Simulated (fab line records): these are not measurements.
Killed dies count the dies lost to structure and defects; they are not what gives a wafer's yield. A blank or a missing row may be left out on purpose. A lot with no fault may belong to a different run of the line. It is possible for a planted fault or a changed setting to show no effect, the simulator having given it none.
Matching of chambers | flow n5-finfet | 4 sister chambers for N5_BEOL_M0_CUTY_ETCH_62 on rie-diel-05
The step etches SiARC in CF4, time 58.5 s. 18 wafers are shown with their chamber, then 9 later ones without.

EACH WAFER AND ITS CHAMBER
wafer  | chamber | throttle-valve-pct (%) | oes-product-au (a.u.) | showerhead-plenum-p-Torr (Torr)
L082.1 | 2       | 15.15                  | 0.74                  | 2.16
L082.2 | 1       | 16.02                  | 0.58                  | 2.01
L082.3 | 0       | 15.89                  | 0.59                  | 2.03
L085.3 | 2       | 15.16                  | 0.74                  | 2.16
L085.4 | 3       | 15.32                  | 0.81                  | 2.17
L085.6 | 2       | 15.15                  | 0.74                  | 2.16
L087.1 | 3       | 15.33                  | 0.80                  | 2.17
L087.3 | 1       | 15.52                  | 0.85                  | 2.26
L087.6 | 1       | 15.53                  | 0.84                  | 2.26
L088.1 | 1       | 15.53                  | 0.83                  | 2.26
L088.3 | 2       | 15.17                  | 0.72                  | 2.16
L088.5 | 3       | 15.33                  | 0.80                  | 2.17
L089.4 | 1       | 15.54                  | 0.84                  | 2.26
L089.5 | 2       | 15.18                  | 0.72                  | 2.15
L089.6 | 3       | 15.32                  | 0.79                  | 2.17
L091.2 | 2       | 15.16                  | 0.72                  | 2.15
L091.3 | 3       | 15.35                  | 0.79                  | 2.17
L091.4 | 1       | 15.53                  | 0.82                  | 2.26

SIGNATURES (means of the wafers above)
reading                  | chamber 0 | chamber 1 | chamber 2 | chamber 3 | scatter within a chamber
throttle-valve-pct       | 15.8900   | 15.6117   | 15.1617   | 15.3300   | 0.12
oes-product-au           | 0.5900    | 0.7933    | 0.7300    | 0.7980    | 0.0633
showerhead-plenum-p-Torr | 2.0300    | 2.2183    | 2.1567    | 2.1700    | 0.0611
Rule: a wafer lies at a distance from a chamber equal to the root of the sum of squares, over the readings, of (its reading less the chamber's mean, divided by the reading's scatter). The wafer belongs to the nearest chamber; if the next one is less than 2 further off, it can't be placed. How the scatter is found: for the shown wafers, subtract from each reading the mean of its chamber, square and add these, divide the total by (wafers less chambers), then take the root.

WAFERS WITH NO CHAMBER GIVEN
wafer  | throttle-valve-pct (%) | oes-product-au (a.u.) | showerhead-plenum-p-Torr (Torr)
L095.1 | 15.21                  | 0.71                  | 2.15
L095.3 | 15.46                  | 0.85                  | 2.28
L095.4 | 15.56                  | 0.79                  | 2.26
L096.1 | 15.45                  | 0.85                  | 2.28
L096.3 | 15.58                  | 0.79                  | 2.26
L096.4 | 15.21                  | 0.72                  | 2.15
L097.2 | 15.20                  | 0.70                  | 2.15
L097.5 | 15.47                  | 0.83                  | 2.28
L097.6 | 15.22                  | 0.71                  | 2.15

WHICH CHAMBER EACH ONE RAN IN
wafer  | from the rows above          | in truth
L095.1 | can't be placed: 2 or 3      | 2
L095.3 | can't be placed: 1 or 3 or 2 | 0
L095.4 | can't be placed: 1 or 3      | 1
L096.1 | can't be placed: 1 or 3 or 2 | 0
L096.3 | can't be placed: 1 or 3      | 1
L096.4 | can't be placed: 2 or 3      | 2
L097.2 | can't be placed: 2 or 3      | 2
L097.5 | can't be placed: 1 or 3 or 2 | 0
L097.6 | can't be placed: 2 or 3      | 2
0 of 9 placed correctly. Can't be placed from these rows: 9 (the true chamber is among the candidates in 6). 0 placed wrongly.
